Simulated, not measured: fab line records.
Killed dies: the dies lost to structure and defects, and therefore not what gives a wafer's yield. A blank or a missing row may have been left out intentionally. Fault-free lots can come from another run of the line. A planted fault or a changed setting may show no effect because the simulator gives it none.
fab line records ; flow n5Finfet
record lots=6; wafers=18; lastDay=18
route steps=1938 shown SD_EPI_P@302 PASSIVATION@1936
lots untouched by any fault: they come from a run of this same line in which no faults occurred
startH: hours from the record's first day to the start of the lot's first wafer shown ; waitH: hours since the lot's step before ; " the same as in the row above ; L1.1+2: a single row standing in for several wafers ; - no value, or no start given ; * or withheld: withheld ; < > ~ a bound
route shown NAME@n: a module of which the file shows steps, and the number in the route of the first ; usual: mean/standard deviation of fault-free wafers ; same: alike in all rows ; chamber/n: place in a boat ; sites: each site's reading ; _std_site: standard deviation of those values ; _edge_site: mean of outer sites minus mean of inner sites ; radiusMm: how far each site lies from the wafer's centre ; mask NAME#n: copy n ; behind: tool/chamber where the wafer was last shaped ; hold: why the lot was held/for how many hours/how that ended ; device: names the non-switching transistor (n, p or np) ; end of line: tests of these same wafers at the route's end ; where a step has no rows: the recipe by itself ; killed: at the first sort, the dies lost to defects and structure; wafer yield is something else ; map: a wafer's dies, x killed, . not, _ none there
set.NAME: setting as actually run; set.NAME@STEP: the setting as run at that earlier step ; model.NAME: the simulator's own value behind a step, which no gauge read
lots at some steps of the route; a table a step, a row a wafer
services: the hour from which a tool's chamber was out of use, counted from the record's first day as startH (under 0 if before that day), plus the number of hours and why
## steps
# step N5_SD_EPI_P_DEVELOP_08
# recipe developTimeS=30; developer=TMAH; resist=CAR-ArF-block; devTempC=23; rinseLiquid=diw; dry=airSpin
# step N5_SD_EPI_P_CD_MEAS_09
# recipe targetCdNm=240; landingEnergyEv=500; detector=seInlens
# usual cdNm=239.7/0.8
lot.wafer;tool;chamber;startH;waitH;cdNm
L520.3;cdSem-01;0;97.00;-;239.7
L520.4;cdSem-01;0;97.00;-;239.5
L520.5;cdSem-01;0;97.00;-;239.4
L521.2;cdSem-01;0;100.37;-;240.8
L521.3;cdSem-01;0;100.37;-;240.0
L521.6;cdSem-01;0;100.37;-;240.1
L531.1;cdSem-01;0;160.32;-;240.7
L531.2;cdSem-01;0;160.32;-;239.2
L531.4;cdSem-01;0;160.32;-;239.7
L532.1;cdSem-01;0;169.30;-;238.5
L532.5;cdSem-01;0;169.30;-;238.8
L532.6;cdSem-01;0;169.30;-;239.3
L534.1;cdSem-03;0;181.04;-;239.9
L534.3;cdSem-03;0;181.04;-;242.0
L534.4;cdSem-03;0;181.04;-;239.8
L535.3;cdSem-03;0;185.89;-;239.9
L535.4;cdSem-03;0;185.89;-;238.9
L535.6;cdSem-03;0;185.89;-;240.4
# step N5_SD_EPI_P_OVL_MEAS_10
# recipe pointsPerWafer=44
# usual SD_P_BLK_OVL=-0.1/0.85
lot.wafer;tool;chamber;startH;waitH;SD_P_BLK_OVL[nm]
L520.3;overlay-01;0;97.02;0.0;-0.8
L520.4;overlay-01;0;97.02;0.0;-0.9
L520.5;overlay-01;0;97.02;0.0;-1.3
L521.2;overlay-02;0;100.40;0.0;0.5
L521.3;overlay-02;0;100.40;0.0;0.6
L521.6;overlay-02;0;100.40;0.0;1.1
L531.1;overlay-02;0;160.35;0.0;-1.8
L531.2;overlay-02;0;160.35;0.0;-1.4
L531.4;overlay-02;0;160.35;0.0;-2.5
L532.1;overlay-02;0;169.33;0.0;-1.5
L532.5;overlay-02;0;169.33;0.0;0.1
L532.6;overlay-02;0;169.33;0.0;-0.7
L534.1;overlay-01;0;181.07;0.0;0.1
L534.3;overlay-01;0;181.07;0.0;-0.4
L534.4;overlay-01;0;181.07;0.0;0.1
L535.3;overlay-02;0;185.92;0.0;2.2
L535.4;overlay-02;0;185.92;0.0;1.1
L535.6;overlay-02;0;185.92;0.0;0.5
# step N5_SD_EPI_P_INSPECT_11
# recipe mode=adi; inspectInstrument=macro
# usual rawDefectCount=1.9/1.5
lot.wafer;tool;chamber;startH;waitH;rawDefectCount
L520.3;defectInspect-02;-;97.05;0.0;1
L520.4;defectInspect-02;-;97.05;0.0;0
L520.5;defectInspect-02;-;97.05;0.0;0
L521.2;defectInspect-01;-;100.42;0.0;4
L521.3;defectInspect-01;-;100.42;0.0;2
L521.6;defectInspect-01;-;100.42;0.0;3
L531.1;defectInspect-02;-;160.37;0.0;0
L531.2;defectInspect-02;-;160.37;0.0;1
L531.4;defectInspect-02;-;160.37;0.0;2
L532.1;defectInspect-02;-;169.36;0.0;2
L532.5;defectInspect-02;-;169.36;0.0;5
L532.6;defectInspect-02;-;169.36;0.0;1
L534.1;defectInspect-02;-;181.09;0.0;1
L534.3;defectInspect-02;-;181.09;0.0;0
L534.4;defectInspect-02;-;181.09;0.0;4
L535.3;defectInspect-01;-;185.94;0.0;1
L535.4;defectInspect-01;-;185.94;0.0;4
L535.6;defectInspect-01;-;185.94;0.0;2
# step N5_SD_EPI_P_DESCUM_14
# recipe chemistry=O2; timeS=7.9; sourcePowerW=50; biasPowerW=20; pressureMtorr=20; rfFrequencyHz=2.712e+07; tempC=40; resist=CAR-ArF-block; o2FlowSccm=225
# usual drypumpMotorCurrentA=5.5/0.52; oesProductAu=0.78/0.076; rfVppV=243.5/1.6; showerheadPlenumPTorr=2.12/0.082; throttleValvePct=20.54/0.22
lot.wafer;tool;chamber;startH;waitH;drypumpMotorCurrentA;oesProductAu;rfHoursCounterH;rfVppV;showerheadPlenumPTorr;throttleValvePct
L520.3;rieDiel-05;2;97.08;0.0;5.0;0.68;250;242.0;1.97;20.87
L520.4;rieDiel-05;0;97.08;0.0;5.8;0.86;41;243.7;2.24;20.41
L520.5;rieDiel-05;1;97.08;0.0;5.6;0.88;-;246.1;2.23;20.57
L521.2;rieDiel-05;2;101.11;0.7;5.0;0.68;251;240.6;1.97;20.88
L521.3;rieDiel-05;1;101.11;0.7;5.6;0.87;33;243.7;2.23;20.57
L521.6;rieDiel-05;3;101.11;0.7;6.2;0.95;-;242.6;2.07;20.17
L531.1;rieDiel-04;1;160.41;0.0;4.9;0.76;153;244.7;2.15;20.65
L531.2;rieDiel-04;2;160.41;0.0;5.1;0.71;188;242.0;1.99;20.44
L531.4;rieDiel-04;0;160.41;0.0;5.3;0.75;145;243.0;2.10;20.20
L532.1;rieDiel-04;1;169.39;0.0;4.9;0.76;156;245.6;2.15;20.67
L532.5;rieDiel-04;1;169.39;0.0;4.9;0.75;-;244.5;2.15;20.66
L532.6;rieDiel-04;2;169.39;0.0;5.1;0.71;-;242.1;1.99;20.42
L534.1;rieDiel-05;1;181.13;0.0;5.6;0.85;60;243.8;2.22;20.61
L534.3;rieDiel-05;3;181.13;0.0;6.1;0.88;34;243.2;2.06;20.21
L534.4;rieDiel-05;1;181.13;0.0;5.6;0.83;-;244.7;2.22;20.63
L535.3;rieDiel-05;3;186.75;0.8;6.2;0.89;37;241.5;2.06;20.21
L535.4;rieDiel-05;0;186.75;0.8;5.8;0.83;-;247.4;2.23;20.47
L535.6;rieDiel-05;2;186.75;0.8;5.0;0.93;-;245.7;2.23;20.53
# step N5_SD_EPI_P_ETCH_36
# recipe chemistry=CF4; target=SiARC; targetDepthA=455; maskMaterial=CAR-ArF-block; timeS=75.8; ionEnergyEv=80; pressureMtorr=40; sourceW=545; biasW=36; Ar_flow_sccm=100; cf4FlowSccm=100; ends=cleared
# step N5_SD_EPI_P_ETCH_37
# recipe chemistry=N2/H2; target=SOC; overetchA=1080; maskMaterial=SiARC; tempC=40; ionEnergyEv=100; sourceW=3000; biasW=133; pressureMtorr=20; timeS=486; n2FlowSccm=200; h2FlowSccm=200; ends=endPoint
# usual drypumpMotorCurrentA=5.5/0.52; oesProductAu=0.69/0.065; rfVppV=241.1/1.4; showerheadPlenumPTorr=2.56/0.1; throttleValvePct=23.82/0.28
lot.wafer;tool;chamber;startH;waitH;drypumpMotorCurrentA;oesProductAu;rfHoursCounterH;rfVppV;showerheadPlenumPTorr;throttleValvePct
L520.3;rieDiel-05;2;97.17;0.0;5.0;0.61;250;238.1;2.38;24.10
L520.4;rieDiel-05;0;97.17;0.0;5.8;0.78;41;241.9;2.70;23.54
L520.5;rieDiel-05;1;97.17;0.0;5.6;0.79;-;243.0;2.69;23.73
L521.2;rieDiel-05;2;101.20;0.0;5.0;0.61;251;238.1;2.38;24.11
L521.3;rieDiel-05;1;101.20;0.0;5.6;0.77;33;243.0;2.69;23.73
L521.6;rieDiel-05;3;101.20;0.0;6.1;0.84;-;241.1;2.47;23.42
L531.1;rieDiel-04;1;160.50;0.0;4.9;0.67;153;244.1;2.64;24.38
L531.2;rieDiel-04;2;160.50;0.0;5.1;0.65;189;240.9;2.41;23.57
L531.4;rieDiel-04;0;160.50;0.0;5.3;0.66;145;241.9;2.55;23.52
L532.1;rieDiel-04;1;169.48;0.0;4.9;0.67;156;241.7;2.64;24.36
L532.5;rieDiel-04;1;169.48;0.0;5.0;0.67;-;242.3;2.64;24.37
L532.6;rieDiel-04;2;169.48;0.0;5.1;0.64;-;240.9;2.40;23.56
L534.1;rieDiel-05;1;181.22;0.0;5.6;0.74;60;243.0;2.68;23.75
L534.3;rieDiel-05;3;181.22;0.0;6.1;0.78;34;239.2;2.46;23.45
L534.4;rieDiel-05;1;181.22;0.0;5.6;0.74;-;242.7;2.68;23.74
L535.3;rieDiel-05;3;186.84;0.0;6.2;0.78;37;240.1;2.46;23.46
L535.4;rieDiel-05;0;186.84;0.0;5.8;0.75;-;241.6;2.69;23.57
L535.6;rieDiel-05;2;186.84;0.0;5.0;0.83;-;243.7;2.69;23.85
# step N5_SD_EPI_P_STRIP_38
# recipe chemistry=N2/H2; tempC=40; n2FlowSccm=200; h2FlowSccm=200; rfFrequencyHz=6e+07
# step N5_SD_EPI_P_ETCHBACK_46
# recipe chemistry=CH3F/O2; mode=anisotropicEtchback; target=SiNx; targetDepthA=175; stopOn=SiO2; overEtchFrac=0.3; ionEnergyEv=120; pressureMtorr=30; sourceW=395; biasW=73; Ar_flow_sccm=150; CH3F_flow_sccm=30; O2_flow_sccm=20
# usual drypumpMotorCurrentA=5.5/0.52; mfcArSccm=150.1/0.43; oesProductAu=0.66/0.062; rfVppV=299/4.7; showerheadPlenumPTorr=2.02/0.079; throttleValvePct=16.44/0.27
lot.wafer;tool;chamber;startH;waitH;drypumpMotorCurrentA;mfcArSccm;oesProductAu;rfHoursCounterH;rfVppV;showerheadPlenumPTorr;throttleValvePct
L520.3;rieDiel-05;2;97.50;0.0;5.0;149.8;0.59;250;297;1.88;16.76
L520.4;rieDiel-05;0;97.50;0.0;5.8;149.8;0.74;41;294;2.12;16.16
L520.5;rieDiel-05;1;97.50;0.0;5.6;149.5;0.75;-;300;2.13;16.46
L521.2;rieDiel-05;2;101.52;0.0;5.0;149.8;0.59;251;298;1.88;16.78
L521.3;rieDiel-05;1;101.52;0.0;5.6;149.5;0.74;33;301;2.13;16.45
L521.6;rieDiel-05;3;101.52;0.0;6.1;149.5;0.80;-;297;1.96;15.95
L531.1;rieDiel-04;1;160.82;0.0;4.9;150.4;0.64;153;303;2.09;16.71
L531.2;rieDiel-04;2;160.82;0.0;5.1;150.5;0.62;189;291;1.90;16.40
L531.4;rieDiel-04;0;160.82;0.0;5.3;150.1;0.63;145;304;2.00;16.12
L532.1;rieDiel-04;1;169.81;0.0;4.9;150.5;0.64;156;301;2.08;16.74
L532.5;rieDiel-04;1;169.81;0.0;4.9;149.9;0.64;-;301;2.09;16.74
L532.6;rieDiel-04;2;169.81;0.0;5.0;149.7;0.61;-;291;1.90;16.37
L534.1;rieDiel-05;1;181.54;0.0;5.6;150.1;0.71;60;300;2.12;16.50
L534.3;rieDiel-05;3;181.54;0.0;6.1;149.9;0.75;34;299;1.95;16.00
L534.4;rieDiel-05;1;181.54;0.0;5.6;150.2;0.71;-;301;2.12;16.50
L535.3;rieDiel-05;3;187.16;0.0;6.1;149.8;0.75;37;298;1.95;16.03
L535.4;rieDiel-05;0;187.16;0.0;5.8;150.1;0.71;-;293;2.11;16.20
L535.6;rieDiel-05;2;187.16;0.0;5.0;150.8;0.79;-;304;2.12;16.35
# step N5_SD_EPI_P_ETCH_47
# recipe chemistry=CH3F/O2; target=SiOCN; targetDepthA=250; maskMaterial=SOC; ionEnergyEv=60; biasW=29; pressureMtorr=30; sourceW=410; Ar_flow_sccm=150; CH3F_flow_sccm=30; O2_flow_sccm=20
# usual drypumpMotorCurrentA=5.5/0.51; mfcArSccm=149.9/0.47; oesProductAu=0.78/0.075; rfVppV=128.0/2; showerheadPlenumPTorr=2.02/0.079; throttleValvePct=16.42/0.27
lot.wafer;tool;chamber;startH;waitH;drypumpMotorCurrentA;mfcArSccm;oesProductAu;rfHoursCounterH;rfVppV;showerheadPlenumPTorr;throttleValvePct
L520.3;rieDiel-05;2;97.60;0.1;5.0;150.1;0.68;250;128.4;1.88;16.75
L520.4;rieDiel-05;0;97.60;0.1;5.8;150.2;0.87;41;124.8;2.12;16.15
L520.5;rieDiel-05;1;97.60;0.1;5.6;149.7;0.88;-;127.6;2.13;16.42
L521.2;rieDiel-05;2;101.62;0.1;5.0;150.0;0.67;251;127.2;1.88;16.74
L521.3;rieDiel-05;1;101.62;0.1;5.6;150.5;0.89;33;130.3;2.13;16.42
L521.6;rieDiel-05;3;101.62;0.1;6.1;149.0;0.93;-;128.4;1.96;15.92
L531.1;rieDiel-04;1;160.92;0.1;4.9;149.5;0.75;153;130.0;2.09;16.72
L531.2;rieDiel-04;2;160.92;0.1;5.1;149.9;0.72;189;124.4;1.90;16.36
L531.4;rieDiel-04;0;160.92;0.1;5.3;150.4;0.75;145;129.1;2.00;16.08
L532.1;rieDiel-04;1;169.91;0.1;4.9;150.4;0.75;156;128.3;2.08;16.72
L532.5;rieDiel-04;1;169.91;0.1;4.9;149.1;0.75;-;130.0;2.08;16.72
L532.6;rieDiel-04;2;169.91;0.1;5.1;149.4;0.72;-;125.3;1.90;16.36
L534.1;rieDiel-05;1;181.64;0.1;5.6;149.8;0.85;60;131.7;2.12;16.47
L534.3;rieDiel-05;3;181.64;0.1;6.1;149.9;0.87;34;126.0;1.95;15.97
L534.4;rieDiel-05;1;181.64;0.1;5.6;150.0;0.84;-;129.0;2.12;16.47
L535.3;rieDiel-05;3;187.26;0.1;6.1;149.5;0.88;37;126.6;1.95;15.97
L535.4;rieDiel-05;0;187.26;0.1;5.8;149.1;0.83;-;126.1;2.11;16.19
L535.6;rieDiel-05;2;187.26;0.1;5.0;150.3;0.92;-;130.2;2.12;16.33
# step N5_SD_EPI_P_ETCH_16
# recipe chemistry=CHF3/O2; target=SiO2; targetDepthA=50; maskMaterial=SOC; pressureMtorr=30; sourceW=650; biasW=170; Ar_flow_sccm=200; CHF3_flow_sccm=50; O2_flow_sccm=5; ionEnergyEv=200
# usual drypumpMotorCurrentA=5.5/0.52; mfcArSccm=200.0/0.57; oesProductAu=0.78/0.075; rfVppV=526/8.3; showerheadPlenumPTorr=2.43/0.091; throttleValvePct=18.99/0.27
lot.wafer;tool;chamber;startH;waitH;drypumpMotorCurrentA;mfcArSccm;oesProductAu;rfHoursCounterH;rfVppV;showerheadPlenumPTorr;throttleValvePct
L520.3;rieDiel-05;2;97.70;0.1;5.0;199.9;0.67;250;524;2.27;19.32
L520.4;rieDiel-05;0;97.70;0.1;5.8;200.2;0.86;41;516;2.55;18.75
L520.5;rieDiel-05;1;97.70;0.1;5.6;199.8;0.87;-;529;2.56;19.03
L521.2;rieDiel-05;2;101.72;0.1;5.0;200.0;0.67;251;525;2.27;19.31
L521.3;rieDiel-05;1;101.72;0.1;5.6;200.3;0.89;33;529;2.56;19.03
L521.6;rieDiel-05;3;101.72;0.1;6.1;200.1;0.94;-;526;2.36;18.52
L531.1;rieDiel-04;1;161.02;0.1;4.9;199.8;0.75;153;531;2.51;19.31
L531.2;rieDiel-04;2;161.02;0.1;5.1;199.9;0.72;189;513;2.30;18.95
L531.4;rieDiel-04;0;161.02;0.1;5.3;199.5;0.74;145;534;2.40;18.63
L532.1;rieDiel-04;1;170.01;0.1;4.9;200.2;0.73;156;531;2.51;19.32
L532.5;rieDiel-04;1;170.01;0.1;4.9;200.0;0.75;-;530;2.51;19.31
L532.6;rieDiel-04;2;170.01;0.1;5.1;200.3;0.72;-;513;2.30;18.95
L534.1;rieDiel-05;1;181.74;0.1;5.6;200.4;0.84;60;530;2.55;19.09
L534.3;rieDiel-05;3;181.74;0.1;6.1;200.1;0.88;34;527;2.35;18.57
L534.4;rieDiel-05;1;181.74;0.1;5.6;200.6;0.85;-;530;2.55;19.06
L535.3;rieDiel-05;3;187.36;0.1;6.1;199.2;0.87;37;525;2.35;18.56
L535.4;rieDiel-05;0;187.36;0.1;5.8;200.5;0.82;-;517;2.53;18.79
L535.6;rieDiel-05;2;187.36;0.1;5.0;200.3;0.92;-;535;2.55;18.97
# step N5_SD_EPI_P_STRIP_50
# recipe chemistry=CHF3/O2; resist=SiARC; rfFrequencyHz=6e+07
# step N5_SD_EPI_P_SD_RECESS_17
# recipe chemistry=HBr/Cl2/O2; targetDepthA=391; btTimeS=3; pressureMtorr=10; icpW=800; biasW=112; HBr_flow_sccm=150; Cl2_flow_sccm=80; O2_flow_sccm=12
# usual drypumpMotorCurrentA=5.9/0.45; oesProductAu=1.001/0.014; throttleValvePct=36.9/0.32
lot.wafer;tool;chamber;startH;waitH;drypumpMotorCurrentA;oesProductAu;rfHoursCounterH;throttleValvePct;model.SD_EPI_P.featureDepthNm;model.etch.depthNm
L520.3;rieSi-06;3;97.77;0.0;5.2;1.018;33;37.3;25.6;25.54
L520.4;rieSi-06;1;97.77;0.0;6.7;1.014;34;37.3;25.6;25.68
L520.5;rieSi-06;0;97.77;0.0;6.1;1.010;-;36.6;40.6;40.6
L521.2;rieSi-06;2;101.79;0.0;5.9;0.988;139;36.6;37.8;37.9
L521.3;rieSi-06;3;101.79;0.0;5.3;1.004;33;37.3;25.4;25.41
L521.6;rieSi-06;1;101.79;0.0;6.7;1.013;-;37.3;40;39.92
L531.1;rieSi-03;0;161.09;0.0;5.3;0.992;188;36.9;40.2;40.17
L531.2;rieSi-03;2;161.09;0.0;5.9;1.018;1;37.0;40.6;40.5
L531.4;rieSi-03;1;161.09;0.0;6.4;1.012;135;36.5;40;40.05
L532.1;rieSi-02;2;170.08;0.0;6.5;1.024;157;36.9;39.2;39.27
L532.5;rieSi-02;3;170.08;0.0;5.7;0.997;-;36.6;40;40.05
L532.6;rieSi-02;0;170.08;0.0;5.8;1.021;-;37.0;38.8;38.79
L534.1;rieSi-06;2;181.82;0.0;5.9;0.980;141;36.6;38;38
L534.3;rieSi-06;3;181.82;0.0;5.2;1.011;34;37.3;39.6;39.63
L534.4;rieSi-06;0;181.82;0.0;6.1;1.016;90;36.6;40.2;40.18
L535.3;rieSi-02;3;187.44;0.0;5.7;0.994;7;36.6;39.8;39.7
L535.4;rieSi-02;0;187.44;0.0;5.8;1.025;127;37.0;39.2;39.1
L535.6;rieSi-02;0;187.44;0.0;5.8;1.020;-;37.0;39.4;39.32
# step N5_SD_EPI_P_WET_ETCH_45
# recipe chemistry=dHF; dilution=withheld; timeS=10.7; target=SiO2; targetDepthA=20; tempC=25; dry=ipaMarangoni; rinseTimeS=30; rinseTempC=23
# step N5_PASSIVATION_PROBE_49
# usual killed_at_M0_to_M3=35/12; killed_at_M4_up=13/5.8; killedAtContacts=12/5.5; killedAtFrontEnd=36/9.9; killedAtOther=4/3.7; killedDies=101/18; killedOpen=66/13; killedShort=33/8
# same grossDies=1180; killedAtBackSide=0
lot.wafer;tool;chamber;startH;waitH;killed_at_M0_to_M3;killed_at_M4_up;killedAtContacts;killedAtFrontEnd;killedAtOther;killedDies;killedOpen;killedShort
L521.6;prober-02;-;330.63;0.3;36;19;18;58;2;133;92;36
# killed by level:class
L521.6 STI_FIN_REVEAL:geometricParticle:open=18 MOL_CONTACT_COAG:geometricParticle:open=14 FIN_SAQP:geometricParticle:short=13 BEOL_M2:geometricParticle:open=12 BEOL_M4:geometricParticle:open=12 FIN_SAQP:geometricParticle:open=10 BEOL_M0_SAQP:geometricParticle:short=8 BEOL_M0_SAQP:geometricParticle:open=6
## services
tool;chamber;startH;hours;kind
rieSi-06;1;86.83;2.3;repair
rieSi-03;0;97.58;5.6;repair
rieSi-03;-;101.03;4.3;pm
rieDiel-05;2;111.70;7.9;repair
rieSi-03;2;115.87;4.5;repair
rieDiel-05;2;119.65;-;clean
rieDiel-05;2;119.65;-;consumableReplace:focusRing
rieDiel-05;2;119.65;-;consumableReplace:showerhead
rieDiel-05;2;119.65;15.2;scheduledDown
rieDiel-05;2;119.65;15.2;ventCycle
rieSi-06;-;141.29;0.4;repair
rieDiel-05;-;147.63;0.9;repair
rieSi-02;1;156.07;1.9;repair
rieDiel-04;-;174.46;15.6;pm
rieDiel-05;2;179.59;5.7;repair
rieDiel-05;1;184.83;6.6;repair
## key
firstSign none at tools or gauges
modelEffect step=N5_SD_EPI_P_SD_RECESS_17; value=SD_EPI_P.featureDepthNm; without=39.8; struck=25.53
metAt N5_SD_EPI_P_SD_RECESS_17
struckWafers L520.3,L520.4,L521.3
testerLeftOut L520,L521
fault kind=processParameterDrift; tool=rieSi-06; chamber=-; onsetH=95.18; steps=N5_SD_EPI_P_SD_RECESS_17; channel=targetDepthA; offset=-139.95; shape=step; endH=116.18; scope=struckWafersOnly; actsIn=theseRecipesOnly; stated=391
# testerLeftOut: of these lots the tester's yield and bins aren't shown, on N5 and GAA mostly nor the transistor test; their killed dies are dies lost to structure and defects alone, not to doping, threshold or leakage, so they don't give the yield
